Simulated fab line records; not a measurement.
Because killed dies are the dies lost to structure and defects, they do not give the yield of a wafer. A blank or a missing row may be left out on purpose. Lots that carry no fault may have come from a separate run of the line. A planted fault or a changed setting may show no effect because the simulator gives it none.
Chamber matching    flow n5 finfet    4 sister chambers for N5_SDB_ALD_29 on ald sin-01
The step deposits SiNx, target thk 30 nm, pulse time 1 s, ald cycles 600. 8 wafers are shown with their chamber, then 7 later ones without.

EACH WAFER AND ITS CHAMBER
wafer   chamber  heater power w (W)  precursor pulse height rel
L078.5  1        757                 0.998
L080.3  3        964                 0.981
L080.4  0        848                 1.036
L080.6  0        832                 0.981
L081.3  3        943                 1.011
L081.4  1        751                 0.969
L089.1  2        963                 0.985
L089.4  2        989                 1.017

WAFERS WITHOUT THEIR CHAMBER
wafer   heater power w (W)  precursor pulse height rel
L089.6  939                 0.993
L090.2  838                 1.004
L090.4  946                 1.014
L090.5  814                 1.018
L096.3  883                 1.003
L096.4  964                 0.986
L096.6  917                 0.991

THE CHAMBER EACH PASSED THROUGH
wafer   from the rows above      in truth
L089.6  can't be placed: 3 or 2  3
L090.2  0                        0
L090.4  can't be placed: 3 or 2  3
L090.5  0                        0
L096.3  0                        0
L096.4  can't be placed: 3 or 2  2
L096.6  can't be placed: 3 or 2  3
3 of 7 placed correctly. Can't be placed from these rows: 4 (the true chamber is among the candidates in 4). 0 placed wrongly.
How it was worked out, from the rows above alone: a wafer's distance from a chamber is the root of the sum, over the readings, of the square of ((its reading less the chamber's mean) divided by the reading's scatter). If the next closest chamber is less than 2 further off than the closest, the wafer can't be placed; otherwise it belongs to the closest. Each chamber's mean is taken over the wafers shown for it. The scatter: take each reading less its chamber's mean, square it, sum over the shown wafers, divide by the number of wafers less the number of chambers, and take the root.
